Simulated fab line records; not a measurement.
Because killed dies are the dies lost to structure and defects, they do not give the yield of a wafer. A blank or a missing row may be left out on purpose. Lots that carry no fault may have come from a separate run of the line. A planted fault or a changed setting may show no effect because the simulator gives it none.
A lot that was struck, set against a sound lot / flow n5-finfet / 15 out of 1938 route steps
Sound: these wafers, L307.1, L307.3, L307.5. Struck: wafer L313.2; the same lot's L313.5 was not struck, so it is left out; see the end for the cause.
Order at every step that has rows: each side's tool, ch and its chambers, its first start. Under that, the readings that differ: sound wafers / struck wafers / difference of the means / sigmas: that difference in standard deviations of wafers without a fault.
alike: words and numbers the same on both sides, and readings whose means are apart by under 2 such deviations; not compared: readings that were withheld, readings missing a value for some wafer, numbers with overlapping values and no deviation given by the record, and bounds like >300 which may hide the same value.
Wherever a step has rows on one side only, a row that says differs or no value, or a row with sigmas, the two part there. When numbers do not overlap yet have no deviation, they are printed without sigmas and do not part them. A reading missing from all wafers of one side parts the sides only when that side holds two or more wafers.

first, 2 steps without rows for these wafers: N5_BEOL_M13_TRENCH_ETCH_34 (etches SiOC in C4F8/O2/Ar, target depth 413.47 nm, time 162.6 s); N5_BEOL_M13_STRIP_70 (strips in C4F8/O2/Ar).
N5_BEOL_M13_OCD_MEAS_35:
  sound on ocd-01, day 12 02:23; struck on ocd-02, day 14 05:02
  alike: trench-depth-nm
N5_BEOL_M13_STRIP_37: strips in N2/H2.
  sound on plasma-asher-01 ch 0,1, day 12 02:25; struck on plasma-asher-01 ch 1, day 14 05:05
  alike: drypump-motor-current-A, heater-power-w, oes-product-au
  not compared: rf-hours-counter-h
N5_BEOL_M13_ETCH_38: etches SiCN in CF4/N2, target depth 67.5 nm, time 71.9 s.
  sound on rie-diel-04 ch 1,2,3, day 12 05:46; struck on rie-diel-01 ch 3, day 14 06:20
reading=chamber-pressure-mTorr (mTorr); sound=39.94 40.04 39.97; struck=40.09; difference=+0.11; sigmas=+3
  alike: drypump-motor-current-A, oes-product-au, rf-vpp-V, showerhead-plenum-p-Torr, throttle-valve-pct
  not compared: rf-hours-counter-h
then, 3 steps without rows for these wafers: N5_BEOL_M13_PRECLEAN_39 (cleans in residue remover, time 60 s); N5_BEOL_M13_SRD_40 (time 30 s, dry time 30 s); N5_BEOL_M13_DEGAS_41 (time 60 s).
N5_BEOL_M13_PRE_CLEAN_42: time 30 s.
  sound on pvd-sputter-03, day 12 06:16; struck on pvd-sputter-01, day 14 07:07
  alike: heater-power-w
N5_BEOL_M13_SPUTTER_43: material TaN, target thk 15 nm, time 24.19 s.
  sound on pvd-sputter-03, day 12 06:18; struck on pvd-sputter-01, day 14 07:10
reading=throttle-valve-pct (%); sound=29.6 31.1 30.4; struck=28.8; difference=-1.6; sigmas=-2
then, 1 step without rows for these wafers: N5_BEOL_M13_SPUTTER_44 (material Ta, target thk 10 nm, time 16.13 s).
N5_BEOL_M13_SPUTTER_45: material Cu, target thk 80 nm, time 13.33 s.
  sound on pvd-sputter-03, day 12 06:28; struck on pvd-sputter-01, day 14 07:19
  alike: throttle-valve-pct
N5_BEOL_M13_ECD_47: material Cu, target thk 936 nm.
  sound on ecd-cu-01 ch 0,1, day 12 06:35; struck on ecd-cu-01 ch 0, day 14 07:26
reading=model.Cu_of_BEOL_M13_ECD_47.thk-nm (nm); sound=933.4 947 942.6; struck=685.8; difference=-255.2; sigmas=
then, 1 step without rows for these wafers: N5_BEOL_M13_ANNEAL_48 (time 90 s).
N5_PASSIVATION_PROBE_49:
  rows exist in the record for the sound wafers here (prober-01, day 13 09:14), none for the struck ones

== WHERE THEY PART ==
First at N5_BEOL_M13_ETCH_38; last, within this record, at N5_PASSIVATION_PROBE_49.

WHY: whatever the simulator had introduced
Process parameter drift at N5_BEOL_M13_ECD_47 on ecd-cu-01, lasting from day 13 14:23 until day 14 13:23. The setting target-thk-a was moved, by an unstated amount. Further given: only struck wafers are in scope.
